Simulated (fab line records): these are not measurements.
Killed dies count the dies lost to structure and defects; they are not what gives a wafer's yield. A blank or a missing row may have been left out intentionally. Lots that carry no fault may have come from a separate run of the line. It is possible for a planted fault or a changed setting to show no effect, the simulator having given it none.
fab line records -- flow nand-harc
[record] lots = 14, wafers = 42, last-day = 34
route steps=1302 shown A_BLC@1133 A_M0@1157
lots that met no fault: taken from a fault-free run of the same line
start-h: hours from the record's opening day to when the first of the lot's shown wafers began -- wait-h: time in hours since the lot's previous step -- " repeats the value in the row above -- L1.1+2: several wafers, shown together as one row -- - no value, or no start given -- * or withheld: withheld -- < > ~ a bound
route shown NAME@n: names a module that has steps shown in the file, with the first one's number in the route -- usual: the fault-free wafers' mean and standard deviation -- same: alike in all rows -- chamber/n: place in a boat -- sites: per-site readings -- _std_site: their standard deviation -- _edge_site: mean of outer sites minus mean of inner sites -- radius-mm: how far each site lies from the wafer's centre -- mask NAME#n: copy n -- behind: the most recent tool/chamber to have shaped the wafer -- hold: cause of the lot's hold/its duration in hours/its outcome -- device: the transistor (n, p or np) that didn't switch -- end of line: tests of these same wafers at the route's end -- step lacking rows: just its recipe -- killed: not the wafer's yield, but the dies lost to structure and defects at the first sort -- map: shows each die of a wafer: x if killed, . if not, _ if none is there
set.NAME: the setting that was run; set.NAME@STEP: the one run at that earlier step -- model.NAME: the simulator's own value behind a step, which no gauge read
steps of the route over a sample of lots; a table a step, a row a wafer
services: a tool's chamber out of use, with start hour (start-h, from the record's first day; less than 0 if before it), hours out, and reason
[[steps]]
[step NHARC_A_BLC_CMP_25]
[recipe] t-overpolish-s = 30, target-thk-nm = 150
[usual] edge-zone-pressure-frac = 1.000/0.0048, motor-current-A = 11.2/1, overpolish-run-s = 29.998/0.0093, time-to-endpoint-s = 29.9/2.5
[same] t-overpolish-s = 30
lot.wafer,tool,chamber,start-h,wait-h,edge-zone-pressure-frac,motor-current-A,overpolish-run-s,time-to-endpoint-s
L405.3,cmp-04,1,519.61,0.2,1.000,11.3,30.000,31.1
L405.2,cmp-04,2,519.61,0.2,1.006,11.0,29.986,28.8
L405.5,cmp-04,2,519.61,0.2,1.000,11.0,29.989,31.0
L407.4,cmp-02,1,551.12,0.3,1.007,9.9,29.981,30.7
L407.6,cmp-02,1,551.12,0.3,1.002,10.0,30.016,32.7
L407.5,cmp-02,2,551.12,0.3,1.002,11.7,30.007,32.3
L409.3,cmp-04,3,555.49,0.3,0.991,10.7,29.987,33.8
L409.1,cmp-04,1,555.49,0.3,0.996,11.0,30.003,31.9
L409.5,cmp-04,3,555.49,0.3,0.995,10.2,29.982,30.7
L412.1,cmp-02,2,591.54,0.4,0.997,11.5,30.006,26.0
L412.4,cmp-02,3,591.54,0.4,1.002,9.4,30.008,28.9
L412.6,cmp-02,0,591.54,0.4,0.998,12.5,29.996,28.4
L413.1,cmp-02,2,609.34,0.5,0.996,11.1,29.988,31.5
L413.2,cmp-02,3,609.34,0.5,1.007,10.4,29.984,30.2
L413.5,cmp-02,1,609.34,0.5,1.001,10.2,29.983,31.6
L417.1,cmp-03,1,631.52,0.5,1.006,11.7,29.983,31.9
L417.3,cmp-03,2,631.52,0.5,0.995,10.2,30.007,34.0
L417.5,cmp-03,1,631.52,0.5,1.000,12.2,30.004,33.7
L420.1,cmp-03,1,657.41,0.5,1.010,11.3,29.984,28.7
L420.4,cmp-03,2,657.41,0.5,0.995,10.6,30.000,32.8
L420.3,cmp-03,0,657.41,0.5,1.002,11.9,29.990,29.1
L419.4,cmp-03,3,659.22,0.3,0.992,11.7,29.988,23.8
L419.2,cmp-03,1,659.22,0.3,1.000,12.7,30.001,26.1
L419.6,cmp-03,2,659.22,0.3,1.002,10.7,29.987,25.1
L422.2,cmp-03,1,673.69,0.4,1.004,11.9,29.992,30.0
L422.3,cmp-03,3,673.69,0.4,0.993,12.0,29.994,24.6
L422.4,cmp-03,0,673.69,0.4,1.001,11.8,29.986,26.6
L426.3,cmp-02,0,708.13,0.3,0.997,12.7,29.996,28.9
L426.1,cmp-02,1,708.13,0.3,0.996,9.8,30.002,30.3
L426.2,cmp-02,3,708.13,0.3,1.003,9.2,29.992,29.5
L424.3,cmp-04,1,711.42,0.3,0.999,11.4,30.000,28.6
L424.1,cmp-04,3,711.42,0.3,1.004,10.5,29.999,29.1
L424.5,cmp-04,2,711.42,0.3,1.002,11.2,29.999,26.8
L425.2,cmp-04,1,724.92,0.4,0.998,11.0,30.007,30.5
L425.6,cmp-04,3,724.92,0.4,0.997,10.4,29.993,25.9
L425.5,cmp-04,0,724.92,0.4,1.001,12.3,29.983,25.7
L427.2,cmp-02,0,760.41,0.5,1.001,13.6,29.981,30.5
L427.5,cmp-02,1,760.41,0.5,1.007,10.0,30.011,28.7
L427.6,cmp-02,2,760.41,0.5,0.994,10.9,30.005,31.2
L428.2,cmp-03,0,762.96,0.4,1.003,12.1,29.995,31.0
L428.3,cmp-03,2,762.96,0.4,0.998,10.8,30.010,30.5
L428.6,cmp-03,0,762.96,0.4,1.010,11.1,30.005,31.4
[step NHARC_A_M0_PRE_CLEAN_29]
[recipe] time-s = 30, temp-c = 280, gas = H2/He
[usual] heater-power-w = 389/33
lot.wafer,tool,chamber,start-h,wait-h,heater-power-w
L405.3,pvd-sputter-02,-,-,-,334
L405.2,pvd-sputter-02,-,-,-,383
L405.5,pvd-sputter-02,-,-,-,327
L407.4,pvd-sputter-02,-,-,-,401
L407.6,pvd-sputter-02,-,-,-,395
L407.5,pvd-sputter-02,-,-,-,335
L409.1,pvd-sputter-02,-,-,-,396
L409.3,pvd-sputter-02,-,-,-,377
L409.5,pvd-sputter-02,-,-,-,402
L412.1,pvd-sputter-03,-,-,-,415
L412.4,pvd-sputter-03,-,-,-,388
L412.6,pvd-sputter-03,-,-,-,377
L413.1,pvd-sputter-01,-,-,-,371
L413.2,pvd-sputter-01,-,-,-,396
L413.5,pvd-sputter-01,-,-,-,380
L417.1,pvd-sputter-02,-,-,-,395
L417.3,pvd-sputter-02,-,-,-,382
L417.5,pvd-sputter-02,-,-,-,398
L420.4,pvd-sputter-01,-,-,-,472
L420.1,pvd-sputter-01,-,-,-,399
L420.3,pvd-sputter-01,-,-,-,381
L419.4,pvd-sputter-01,-,-,-,404
L419.2,pvd-sputter-01,-,-,-,376
L419.6,pvd-sputter-01,-,-,-,392
L422.3,pvd-sputter-03,-,-,-,399
L422.2,pvd-sputter-03,-,-,-,346
L422.4,pvd-sputter-03,-,-,-,406
L426.3,pvd-sputter-02,-,-,-,445
L426.2,pvd-sputter-02,-,-,-,406
L426.1,pvd-sputter-02,-,-,-,336
L424.3,pvd-sputter-02,-,-,-,331
L424.1,pvd-sputter-02,-,-,-,391
L424.5,pvd-sputter-02,-,-,-,373
L425.2,pvd-sputter-02,-,-,-,404
L425.5,pvd-sputter-02,-,-,-,402
L425.6,pvd-sputter-02,-,-,-,331
L427.2,pvd-sputter-03,-,-,-,354
L427.5,pvd-sputter-03,-,-,-,385
L427.6,pvd-sputter-03,-,-,-,351
L428.3,pvd-sputter-01,-,-,-,411
L428.2,pvd-sputter-01,-,-,-,407
L428.6,pvd-sputter-01,-,-,-,461
[step NHARC_A_M0_PVD_20]
[recipe] target-thk-a = 50, bias-v = 168.6, power-w = 15000, chamber-pressure-pa = 0.12, time-s = 8.06, substrate-temp-c = 50, material = TaN
[usual] bias-v = 168.7/1.6, cathode-dc-power-W = 15000/2.6, throttle-valve-pct = 29.8/0.91
lot.wafer,tool,chamber,start-h,wait-h,bias-v,cathode-dc-power-W,throttle-valve-pct
L405.3,pvd-sputter-02,-,522.19,-,170.7,15001,29.6
L405.2,pvd-sputter-02,-,522.19,-,167.2,14998,28.6
L405.5,pvd-sputter-02,-,522.19,-,168.1,14999,29.8
L407.4,pvd-sputter-02,-,553.67,-,166.0,15000,31.3
L407.5,pvd-sputter-02,-,553.67,-,165.0,15002,29.9
L407.6,pvd-sputter-02,-,553.67,-,165.9,15005,28.6
L409.3,pvd-sputter-02,-,558.03,-,166.0,15002,29.6
L409.1,pvd-sputter-02,-,558.03,-,169.7,15001,28.5
L409.5,pvd-sputter-02,-,558.03,-,169.0,15002,29.7
L412.4,pvd-sputter-03,-,594.23,-,166.4,14999,30.3
L412.1,pvd-sputter-03,-,594.23,-,167.7,14994,30.2
L412.6,pvd-sputter-03,-,594.23,-,169.8,14999,28.6
L413.2,pvd-sputter-01,-,611.85,-,170.9,14999,30.6
L413.1,pvd-sputter-01,-,611.85,-,170.2,14998,30.2
L413.5,pvd-sputter-01,-,611.85,-,169.4,14998,31.0
L417.3,pvd-sputter-02,-,634.03,-,169.8,15001,30.5
L417.1,pvd-sputter-02,-,634.03,-,167.6,14996,31.3
L417.5,pvd-sputter-02,-,634.03,-,169.0,15003,29.7
L420.4,pvd-sputter-01,-,659.96,-,-,-,-
L420.1,pvd-sputter-01,-,659.96,-,-,-,-
L420.3,pvd-sputter-01,-,659.96,-,-,-,-
L419.4,pvd-sputter-01,-,661.80,-,-,-,-
L419.2,pvd-sputter-01,-,661.80,-,-,-,-
L419.6,pvd-sputter-01,-,661.80,-,-,-,-
L422.2,pvd-sputter-03,-,676.38,-,170.6,15001,30.2
L422.4,pvd-sputter-03,-,676.38,-,170.1,14996,28.8
L422.3,pvd-sputter-03,-,676.38,-,169.4,14996,30.2
L426.2,pvd-sputter-02,-,710.72,-,169.5,15004,31.1
L426.1,pvd-sputter-02,-,710.72,-,169.6,15002,29.7
L426.3,pvd-sputter-02,-,710.72,-,170.6,15000,30.1
L424.3,pvd-sputter-02,-,713.96,-,169.7,14998,29.9
L424.1,pvd-sputter-02,-,713.96,-,166.5,15002,28.7
L424.5,pvd-sputter-02,-,713.96,-,169.2,15001,29.8
L425.2,pvd-sputter-02,-,727.29,-,166.9,14995,31.4
L425.5,pvd-sputter-02,-,727.29,-,169.9,14999,28.5
L425.6,pvd-sputter-02,-,727.29,-,170.5,15002,29.8
L427.2,pvd-sputter-03,-,763.01,-,167.0,15001,28.5
L427.5,pvd-sputter-03,-,763.01,-,167.6,14999,27.6
L427.6,pvd-sputter-03,-,763.01,-,164.2,15001,28.6
L428.2,pvd-sputter-01,-,766.09,-,167.0,15005,30.8
L428.3,pvd-sputter-01,-,766.09,-,169.6,15001,30.3
L428.6,pvd-sputter-01,-,766.09,-,169.8,14998,30.8
[step NHARC_A_M0_ANNEAL_30]
[recipe] temp-c = 225, time-s = 90
[usual] wafer_temp_C_max = 225.77/0.19
lot.wafer,tool,chamber,start-h,wait-h,wafer_temp_C_max
L405.2,rtp-anneal-02,0,522.85,-,225.93
L405.3,rtp-anneal-02,0,522.85,-,226.06
L405.5,rtp-anneal-02,0,522.85,-,225.70
L407.4,rtp-anneal-02,0,554.42,-,225.77
L407.5,rtp-anneal-02,0,554.42,-,225.67
L407.6,rtp-anneal-02,0,554.42,-,225.74
L409.1,rtp-anneal-01,0,558.65,0.3,225.78
L409.3,rtp-anneal-01,0,558.65,0.3,225.52
L409.5,rtp-anneal-01,0,558.65,0.3,225.47
L412.1,rtp-anneal-01,0,594.85,0.3,225.92
L412.4,rtp-anneal-01,0,594.85,0.3,226.01
L412.6,rtp-anneal-01,0,594.85,0.3,225.92
L413.1,rtp-anneal-02,0,612.48,0.3,225.86
L413.2,rtp-anneal-02,0,612.48,0.3,226.10
L413.5,rtp-anneal-02,0,612.48,0.3,225.69
L417.1,rtp-anneal-01,0,634.65,0.3,225.49
L417.3,rtp-anneal-01,0,634.65,0.3,225.48
L417.5,rtp-anneal-01,0,634.65,0.3,225.57
L420.1,rtp-anneal-01,0,660.61,0.3,225.85
L420.3,rtp-anneal-01,0,660.61,0.3,225.96
L420.4,rtp-anneal-01,0,660.61,0.3,225.84
L419.2,rtp-anneal-01,0,662.46,0.3,225.38
L419.4,rtp-anneal-01,0,662.46,0.3,225.92
L419.6,rtp-anneal-01,0,662.46,0.3,225.70
L422.2,rtp-anneal-01,0,677.06,-,225.65
L422.3,rtp-anneal-01,0,677.06,-,225.52
L422.4,rtp-anneal-01,0,677.06,-,225.58
L426.1,rtp-anneal-02,0,711.35,-,225.89
L426.2,rtp-anneal-02,0,711.35,-,225.48
L426.3,rtp-anneal-02,0,711.35,-,225.86
L424.1,rtp-anneal-01,0,714.57,-,225.68
L424.3,rtp-anneal-01,0,714.57,-,226.01
L424.5,rtp-anneal-01,0,714.57,-,226.05
L425.2,rtp-anneal-01,0,727.94,0.4,225.62
L425.5,rtp-anneal-01,0,727.94,0.4,225.70
L425.6,rtp-anneal-01,0,727.94,0.4,225.85
L427.2,rtp-anneal-02,0,763.68,-,225.74
L427.5,rtp-anneal-02,0,763.68,-,225.65
L427.6,rtp-anneal-02,0,763.68,-,225.67
L428.2,rtp-anneal-01,0,766.77,-,225.76
L428.3,rtp-anneal-01,0,766.77,-,225.61
L428.6,rtp-anneal-01,0,766.77,-,225.42
[[services]]
tool,chamber,start-h,hours,kind
pvd-sputter-02,-,511.96,7.2,repair
pvd-sputter-03,-,519.51,6.2,repair
cmp-02,-,526.73,4.0,pm
pvd-sputter-03,-,527.19,10.0,pm
cmp-03,-,536.75,6.0,repair
cmp-02,-,537.07,0.8,repair
pvd-sputter-01,-,544.48,23.1,repair
cmp-03,-,554.11,4.0,pm
cmp-03,-,570.60,2.0,repair
cmp-03,-,589.26,3.3,repair
pvd-sputter-01,-,590.55,10.0,pm
cmp-03,-,596.08,0.7,repair
pvd-sputter-01,-,612.23,2.2,repair
pvd-sputter-03,-,621.66,4.8,repair
pvd-sputter-02,-,636.87,4.8,repair
pvd-sputter-03,-,640.45,0.6,repair
pvd-sputter-02,-,641.68,10.0,pm
pvd-sputter-03,-,660.06,1.9,repair
pvd-sputter-02,-,677.98,1.5,repair
pvd-sputter-03,-,705.19,10.0,pm
pvd-sputter-01,-,706.23,2.1,repair
pvd-sputter-01,-,710.03,4.0,repair
pvd-sputter-03,-,752.05,0.5,repair
pvd-sputter-03,-,753.27,1.1,repair
[[key]]
[first-sign] step = NHARC_A_M0_PVD_20, reading = tool-record, direction = missing
effect none on later readings
met-at NHARC_A_M0_PVD_20
struck-lots L419,L420
later-rows-left-out L419.2,L419.4,L419.6,L420.1,L420.3,L420.4
sort-left-out L419.2,L419.4,L419.6,L420.1,L420.3,L420.4
not-acting-at NHARC_A_BLC_CMP_25,NHARC_A_M0_PRE_CLEAN_29,NHARC_A_M0_ANNEAL_30
onset-between 611.85 659.96
[fault] kind = skipped-step-whole, tool = pvd-sputter-01, chamber = -, onset-h = 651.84, steps = NHARC_A_M0_PVD_20, scope = struck-lots-only
// sort-left-out: the simulated sort isn't trusted on such a fault, so these wafers' sort isn't shown, and their yield isn't known
// later-rows-left-out: the simulator's readings of these wafers behind a module that went badly wrong aren't trusted and aren't shown, but for the sort
